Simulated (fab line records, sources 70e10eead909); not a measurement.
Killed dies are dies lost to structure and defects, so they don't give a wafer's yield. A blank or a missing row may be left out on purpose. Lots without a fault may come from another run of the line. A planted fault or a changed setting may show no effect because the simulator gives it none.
fab line records | flow nand_harc
record lots=10 wafers=30 last_day=25
route steps=1159 shown A_STAIRCASE@594 END@1159
lots that met no fault: from a run of the same line without faults
start_h: hours from the record's first day to the start of the lot's first wafer shown | wait_h: hours since the lot's step before | " the same as in the row above | L1.1+2: a row that stands for several wafers | - no value, or no start given | * or withheld: withheld | < > ~ a bound
route shown NAME@n: a module of which the file shows steps, and the number in the route of the first | usual: mean/standard deviation of fault-free wafers | same: alike in all rows | chamber/n: place in a boat | sites: the reading at each site | _std_site: their standard deviation | _edge_site: outer sites' mean less inner sites' | radius_mm: how far each site lies from the wafer's centre | mask NAME#n: copy n | behind: the tool/chamber that last shaped the wafer | hold: why the lot was held/for how many hours/how that ended | device: the transistor (n, p or np) that didn't switch | end of line: the same wafers' tests at the end of the route | a step without rows: its recipe alone | killed: dies lost to structure and defects at the first sort, not the wafer's yield | map: a wafer's dies, x killed, . not, _ none there
set.NAME: the setting as run; set.NAME@STEP: as run at that earlier step | model.NAME: the simulator's own value behind a step, which no gauge read
steps of the route over a sample of lots; a table a step, a row a wafer
services: from which hour (start_h, from the record's first day; less than 0 if before it) a tool's chamber was out of use, for how many hours, and why
## steps
# step NHARC_A_STAIRCASE_TRIM_200
# recipe time_s=211.2 o2_flow_sccm=500 ar_flow_sccm=0 bias_w=0 chemistry=O2
# usual chamber_pressure_mTorr=60.00/0.055 drypump_motor_current_A=5.7/0.41 o2_flow_sccm=500.0/1.6 oes_product_au=0.996/0.015 rf_vpp_V=57.9/0.88 run_length_s=232.7/0.47 showerhead_plenum_p_Torr=3.61/0.13 throttle_valve_pct=17.035/0.0087
# columns lot.wafer tool chamber start_h wait_h chamber_pressure_mTorr drypump_motor_current_A o2_flow_sccm oes_product_au rf_hours_counter_h rf_vpp_V run_length_s showerhead_plenum_p_Torr throttle_valve_pct
L589.1 rie_diel-01 1 - - 59.97 5.7 499.8 0.990 32 58.0 232.7 3.64 17.021
L589.3 " 2 " " 60.02 6.3 499.8 0.999 33 58.4 233.1 3.31 17.049
L589.6 " 1 " " 60.04 5.8 502.9 0.987 - 58.7 232.5 3.64 17.033
L591.4 rie_diel-09 2 - - 59.98 5.8 501.2 1.005 61 57.8 232.5 3.77 17.034
L591.2 " 0 " " 59.92 5.9 496.9 0.985 60 56.2 233.5 3.61 17.045
L591.6 " 3 " " 60.01 5.1 499.5 1.028 - 57.5 233.0 3.71 17.039
L592.4 rie_diel-10 0 - - 59.90 6.1 498.8 0.978 27 56.2 231.7 3.50 17.019
L592.3 " 1 " " 59.96 5.8 499.0 0.987 26 57.2 232.0 3.58 17.037
L592.6 " 3 " " 60.01 5.0 497.0 0.983 - 58.8 232.4 3.79 17.035
L593.4 rie_diel-09 1 - - 60.04 5.7 501.3 0.983 1 56.0 232.9 3.56 17.034
L593.2 " 3 " " 60.01 5.1 500.4 1.006 1 58.7 233.0 3.71 17.042
L593.5 " 0 " " 59.92 5.9 497.7 0.976 - 58.2 233.6 3.61 17.039
L604.1 rie_diel-09 1 - - 59.93 5.7 500.6 0.991 30 56.7 233.2 3.55 17.025
L604.3 " 2 " " 60.06 5.7 501.4 0.996 27 57.3 232.6 3.76 17.021
L604.6 " 1 " " 60.00 5.7 500.2 0.985 - 59.1 233.0 3.55 17.028
L605.2 rie_diel-10 1 - - 59.89 5.8 500.3 0.990 60 57.6 232.5 3.56 17.025
L605.6 " 2 " " 60.07 6.6 497.6 0.991 - 57.7 232.4 3.77 17.027
L605.5 " 3 " " 59.91 5.0 500.3 0.990 - 57.9 232.4 3.77 17.035
L606.3 rie_diel-01 0 - - 59.92 5.2 500.7 1.017 7 57.0 232.3 3.66 17.031
L606.1 " 3 " " 59.95 5.6 502.0 1.016 7 57.9 233.4 3.64 17.038
L606.6 " 0 " " 60.02 5.2 501.0 1.016 - 58.1 232.4 3.66 17.035
L608.1 rie_diel-09 3 - - 59.96 5.1 502.4 1.014 34 58.3 232.8 3.69 17.033
L608.6 " 3 " " 59.98 5.1 499.8 0.995 - 58.6 232.8 3.69 17.051
L608.5 " 0 " " 60.05 5.9 500.9 0.969 - 56.5 233.3 3.59 17.033
L612.4 rie_diel-01 2 - - 59.95 6.3 500.3 0.987 23 56.8 233.2 3.28 17.025
L612.2 " 0 " " 59.99 5.2 499.1 1.030 21 57.7 232.8 3.65 17.035
L612.5 " 1 " " 60.06 5.8 497.9 0.987 - 57.8 233.0 3.61 17.026
L611.2 rie_diel-01 1 - - 60.03 5.7 502.2 0.987 26 56.0 233.1 3.61 17.030
L611.6 " 0 " " 59.95 5.2 499.2 1.022 - 59.3 232.8 3.65 17.029
L611.5 " 1 " " 60.04 5.7 501.0 0.978 - 57.2 232.6 3.61 17.036
# step NHARC_A_STAIRCASE_ETCH_201
# recipe target_depth_a=1000 time_s=40.5 ion_energy_ev=400 c4f8_flow_sccm=20 o2_flow_sccm=10 ar_flow_sccm=withheld rf_w=600 bias_w=1000 chemistry=C4F8/O2
# usual chamber_pressure_mTorr=24.996/0.022 oes_product_au=0.939/0.013 rf_vpp_V=898/5.3
# columns lot.wafer tool chamber start_h wait_h chamber_pressure_mTorr oes_product_au rf_hours_counter_h rf_vpp_V
L589.3 rie_diel-01 3 - - 25.025 0.949 36 900
L589.1 " 0 " " 24.972 0.954 35 902
L589.6 " 2 " " 24.988 0.951 - 888
L591.4 rie_diel-09 1 - - 24.964 0.941 58 898
L591.2 " 2 " " 24.975 0.934 61 904
L591.6 " 2 " " 24.991 0.927 - 905
L592.3 rie_diel-10 2 - - 25.018 0.945 29 905
L592.4 " 1 " " 24.956 0.935 26 897
L592.6 " 2 " " 24.935 0.936 - 905
L593.2 rie_diel-09 1 - - 25.001 0.923 1 896
L593.4 " 0 " " 25.015 0.926 1 899
L593.5 " 2 " " 24.995 0.952 - 903
L604.1 rie_diel-09 3 - - 24.990 0.974 26 901
L604.3 " 1 " " 25.024 0.935 31 897
L604.6 " 2 " " 25.017 0.934 - 904
L605.2 rie_diel-10 2 - - 24.967 0.930 61 904
L605.6 " 1 " " 24.987 0.939 - 897
L605.5 " 2 " " 24.984 0.934 - 904
L606.1 rie_diel-01 3 - - 25.007 0.943 7 898
L606.3 " 0 " " 24.972 0.959 7 900
L606.6 " 3 " " 24.966 0.951 - 900
L608.1 rie_diel-09 3 - - 24.963 0.943 34 901
L608.6 " 3 " " 24.995 0.944 - 903
L608.5 " 0 " " 24.991 0.914 - 899
L612.4 rie_diel-01 1 - - 24.975 0.915 22 899
L612.2 " 3 " " 25.006 0.952 22 899
L612.5 " 1 " " 25.012 0.927 - 899
L611.2 rie_diel-01 0 - - 25.000 0.955 25 900
L611.6 " 1 " " 25.005 0.925 - 899
L611.5 " 2 " " 24.993 0.943 - 886
# step NHARC_A_STAIRCASE_TRIM_222
# recipe time_s=211.2 o2_flow_sccm=500 ar_flow_sccm=0 bias_w=0 chemistry=O2
# usual chamber_pressure_mTorr=60.01/0.059 drypump_motor_current_A=5.7/0.45 o2_flow_sccm=500.1/1.7 oes_product_au=0.995/0.014 rf_vpp_V=58.0/0.82 run_length_s=232.7/0.49 showerhead_plenum_p_Torr=3.62/0.14 throttle_valve_pct=17.037/0.0085
# columns lot.wafer tool chamber start_h wait_h chamber_pressure_mTorr drypump_motor_current_A o2_flow_sccm oes_product_au rf_hours_counter_h rf_vpp_V run_length_s showerhead_plenum_p_Torr throttle_valve_pct
L589.3 rie_diel-01 0 - - 59.91 5.2 496.2 1.000 35 59.3 232.4 3.68 17.051
L589.1 " 2 " " 60.02 6.3 500.4 0.998 34 57.3 232.7 3.31 17.033
L589.6 " 0 " " 60.07 5.2 499.4 1.003 - 57.7 232.6 3.68 17.059
L591.2 rie_diel-01 0 - - 60.01 5.2 499.3 0.991 44 58.3 233.1 3.67 17.027
L591.4 " 3 " " 60.00 5.7 502.4 0.966 46 58.7 232.7 3.66 17.036
L591.6 " 0 " " 59.95 5.2 500.8 1.000 - 58.2 232.4 3.67 17.041
L592.4 rie_diel-10 0 - - 60.03 6.0 499.4 0.986 28 57.5 231.8 3.49 17.045
L592.3 " 3 " " 59.91 5.0 504.5 0.994 31 58.0 232.7 3.79 17.046
L592.6 " 1 " " 60.04 5.8 499.2 0.996 - 56.5 232.6 3.58 17.043
L593.2 rie_diel-10 0 - - 60.07 6.1 498.8 0.971 34 58.3 231.5 3.49 17.046
L593.4 " 1 " " 60.05 5.8 496.2 0.978 32 58.5 232.1 3.58 17.034
L593.5 " 3 " " 59.99 5.0 499.3 0.980 - 57.9 232.8 3.79 17.034
L605.2 rie_diel-01 0 - - 60.08 5.2 499.8 1.024 8 57.9 232.6 3.66 17.032
L605.6 " 0 " " 60.01 5.2 503.1 1.018 - 57.9 232.3 3.66 17.049
L605.5 " 1 " " 60.06 5.7 500.3 0.988 - 59.1 233.2 3.62 17.032
L604.3 rie_diel-01 0 - - 60.00 5.2 500.6 1.021 8 58.8 232.4 3.65 17.022
L604.1 " 1 " " 60.05 5.7 498.0 0.986 8 56.8 232.7 3.62 17.041
L604.6 " 3 " " 60.03 5.6 500.6 1.022 - 56.9 233.1 3.64 17.031
L606.1 rie_diel-09 0 - - 60.00 6.0 502.5 0.972 30 58.4 233.3 3.60 17.019
L606.3 " 3 " " 59.96 5.1 498.9 1.008 27 57.7 233.1 3.69 17.037
L606.6 " 1 " " 60.04 5.7 498.2 0.984 - 55.6 233.4 3.55 17.030
L608.1 rie_diel-09 1 - - 60.03 5.8 502.7 0.981 39 58.0 233.1 3.54 17.037
L608.5 " 2 " " 60.07 5.8 500.6 0.993 - 58.5 232.5 3.75 17.036
L608.6 " 3 " " 60.03 5.1 498.3 1.006 - 57.9 233.2 3.69 17.029
L612.2 rie_diel-09 2 - - 59.95 5.8 499.0 1.001 40 57.5 232.5 3.75 17.045
L612.4 " 3 " " 60.01 5.1 500.9 1.016 39 58.6 233.2 3.68 17.030
L612.5 " 2 " " 59.91 5.8 497.7 1.002 - 59.8 232.5 3.75 17.031
L611.2 rie_diel-10 1 - - 59.96 5.8 501.5 1.015 9 58.5 232.3 3.55 17.049
L611.5 " 2 " " 59.96 6.6 502.3 1.000 - 59.3 232.5 3.77 17.029
L611.6 " 3 " " 59.93 5.0 500.5 0.988 - 57.9 232.5 3.76 17.037
# step NHARC_A_STAIRCASE_TRIM_233
# recipe time_s=211.2 o2_flow_sccm=500 ar_flow_sccm=0 bias_w=0 chemistry=O2
# usual chamber_pressure_mTorr=60.00/0.063 drypump_motor_current_A=5.7/0.45 o2_flow_sccm=499.9/1.5 oes_product_au=0.997/0.015 rf_vpp_V=57.8/0.85 run_length_s=232.7/0.44 showerhead_plenum_p_Torr=3.61/0.14 throttle_valve_pct=17.036/0.01
# columns lot.wafer tool chamber start_h wait_h chamber_pressure_mTorr drypump_motor_current_A o2_flow_sccm oes_product_au rf_hours_counter_h rf_vpp_V run_length_s showerhead_plenum_p_Torr throttle_valve_pct
L589.3 rie_diel-01 2 231.82 - 59.95 6.3 498.3 1.008 35 57.0 232.8 3.31 17.023
L589.1 " 0 " " 60.05 5.2 501.4 1.012 36 58.8 232.3 3.68 17.039
L589.6 " 2 " " 59.94 6.3 498.4 0.994 - 58.2 233.3 3.31 17.044
L591.4 rie_diel-01 2 257.97 - 59.96 6.3 498.9 1.003 44 57.2 233.4 3.30 17.040
L591.2 " 0 " " 59.96 5.2 500.8 1.001 45 58.8 232.6 3.67 17.052
L591.6 " 2 " " 60.02 6.3 501.4 0.994 - 57.4 233.0 3.30 17.039
L592.4 rie_diel-01 0 258.80 - 59.87 5.2 500.5 1.008 45 59.5 232.9 3.67 17.035
L592.3 " 1 " " 59.91 5.7 500.2 1.014 37 58.0 232.8 3.63 17.056
L592.6 " 1 " " 60.09 5.7 499.7 1.016 - 57.0 232.9 3.63 17.032
L593.4 rie_diel-10 0 272.86 - 59.98 6.1 501.0 0.969 36 58.9 231.8 3.49 17.027
L593.2 " 1 " " 60.00 5.8 499.5 0.993 34 57.1 232.2 3.57 17.045
L593.5 " 3 " " 59.96 5.0 499.9 0.989 - 57.9 232.4 3.78 17.026
L605.2 rie_diel-01 1 346.53 - 60.00 5.7 498.6 0.986 10 57.6 223.5 3.62 17.042
L605.5 " 3 " " 60.01 5.6 498.0 1.017 - 58.3 223.7 3.64 17.063
L605.6 " 0 " " 59.97 5.2 499.8 1.032 - 58.9 223.8 3.65 17.033
L604.3 rie_diel-01 1 346.61 - 60.02 5.7 500.3 0.990 10 57.4 224.0 3.62 17.033
L604.1 " 2 " " 60.13 6.2 497.8 0.987 10 58.7 223.6 3.29 17.038
L604.6 " 0 " " 60.01 5.2 497.9 1.024 - 59.4 223.6 3.65 17.027
L606.1 rie_diel-01 2 347.65 - 59.98 6.3 499.8 0.984 10 57.7 223.8 3.29 17.025
L606.3 " 3 " " 59.97 5.6 501.0 1.011 10 58.9 224.1 3.64 17.039
L606.6 " 3 " " 60.03 5.6 504.2 1.012 - 57.3 224.0 3.64 17.022
L608.1 rie_diel-09 2 368.08 - 59.88 5.8 501.2 0.999 37 57.7 232.3 3.75 17.042
L608.5 " 2 " " 59.95 5.7 499.9 1.003 - 58.2 232.8 3.75 17.038
L608.6 " 3 " " 59.89 5.1 498.1 1.006 - 58.9 232.9 3.69 17.031
L612.4 rie_diel-09 3 379.04 - 59.98 5.1 501.2 1.004 40 57.6 233.0 3.68 17.037
L612.2 " 1 " " 59.92 5.7 499.7 0.973 43 58.9 233.6 3.54 17.051
L612.5 " 2 " " 59.95 5.8 499.6 0.988 - 58.1 232.8 3.75 17.023
L611.2 rie_diel-10 0 388.81 - 60.03 6.1 499.6 1.013 10 57.5 231.7 3.47 17.028
L611.5 " 1 " " 60.12 5.8 499.8 1.006 - 57.6 231.9 3.55 17.031
L611.6 " 2 " " 59.92 6.6 499.4 1.000 - 57.9 232.9 3.77 17.037
# step NHARC_END_SORT_01
# recipe temp_c=25
# usual killed_at_array=30/10 killed_at_other=0.5/0.82 killed_at_periphery=2.9/2 killed_dies=34/11 killed_open=3.2/1.8 killed_short=2.0/1.4
# same gross_dies=677
# columns lot.wafer tool chamber start_h wait_h killed_at_array killed_at_other killed_at_periphery killed_dies killed_open killed_short
L605.2 prober-02 0 560.50 2.8 35 1 2 38 2 1
L605.5 prober-02 0 562.93 3.7 30 3 2 35 3 4
L605.6 prober-02 0 563.73 4.0 46 1 3 50 5 7
# killed by level:class
L605.2 A_CHANNEL_HOLE_D1:chamber_film_flake=16 A_SGD_CUT:chamber_film_flake=6 A_STAIRCASE:chamber_film_flake=4 A_CONTACT:chamber_film_flake=4 A_BLC:chamber_film_flake=3 P_M0:geometric_particle:open=1 P_M1:geometric_particle:open=1 A_CONTACT:geometric_particle:short=1
L605.5 A_CHANNEL_HOLE_D1:chamber_film_flake=14 A_SGD_CUT:chamber_film_flake=3 A_CONTACT:chamber_film_flake=3 A_CONTACT:geometric_particle:open=2 P_ZERO_WELL:chamber_film_flake=2 THIN_TSV:chamber_film_flake=2 A_SOURCE_PLATE:geometric_particle:short=1 A_CHANNEL_HOLE_D1:geometric_particle:short=1
L605.6 A_CHANNEL_HOLE_D1:chamber_film_flake=13 A_SGD_CUT:chamber_film_flake=7 A_CONTACT:chamber_film_flake=6 A_STAIRCASE:chamber_film_flake=4 A_BLC:chamber_film_flake=3 A_SGD_CUT:geometric_particle:short=2 A_M0:geometric_particle:open=2 P_GATE:geometric_particle:short=1
## services
# columns tool chamber start_h hours kind
rie_diel-01 - 217.76 0.4 repair
rie_diel-01 0 220.30 - clean
rie_diel-01 1 220.30 - clean
rie_diel-01 2 220.30 - clean
rie_diel-01 3 220.30 - clean
rie_diel-01 1 242.19 13.4 repair
rie_diel-01 0 245.26 - clean
rie_diel-01 2 245.26 - clean
rie_diel-01 3 245.26 - clean
rie_diel-01 1 262.43 7.4 repair
rie_diel-01 0 269.76 - clean
rie_diel-01 2 269.76 - clean
rie_diel-01 3 269.76 - clean
rie_diel-10 2 283.63 8.9 repair
rie_diel-01 0 294.77 - clean
rie_diel-01 1 294.77 - clean
rie_diel-01 2 294.77 - clean
rie_diel-01 3 294.77 - clean
rie_diel-01 - 316.11 9.0 pm
rie_diel-01 0 316.11 9.0 vent_cycle
rie_diel-01 1 316.11 9.0 vent_cycle
rie_diel-01 2 316.11 9.0 vent_cycle
rie_diel-01 3 316.11 9.0 vent_cycle
rie_diel-10 - 353.66 9.0 pm
## key
first_sign step=NHARC_A_STAIRCASE_TRIM_233 reading=run_length_s direction=down sigmas=20 usual=* struck=*
effect none on later readings
met_at NHARC_A_STAIRCASE_TRIM_233
struck_lots L604,L605,L606
tester_left_out L604,L605,L606
not_acting_at NHARC_A_STAIRCASE_TRIM_200,NHARC_A_STAIRCASE_ETCH_201,NHARC_A_STAIRCASE_TRIM_222
fault kind=process_parameter_drift tool=rie_diel-01 chamber=- onset_h=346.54 steps=NHARC_A_STAIRCASE_TRIM_233 channel=time_s offset=* shape=step end_h=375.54 acts_in=* stated=*
# tester_left_out: of these lots the tester's yield and bins aren't shown, on N5 and GAA mostly nor the transistor test; their killed dies are dies lost to structure and defects alone, not to doping, threshold or leakage, so they don't give the yield
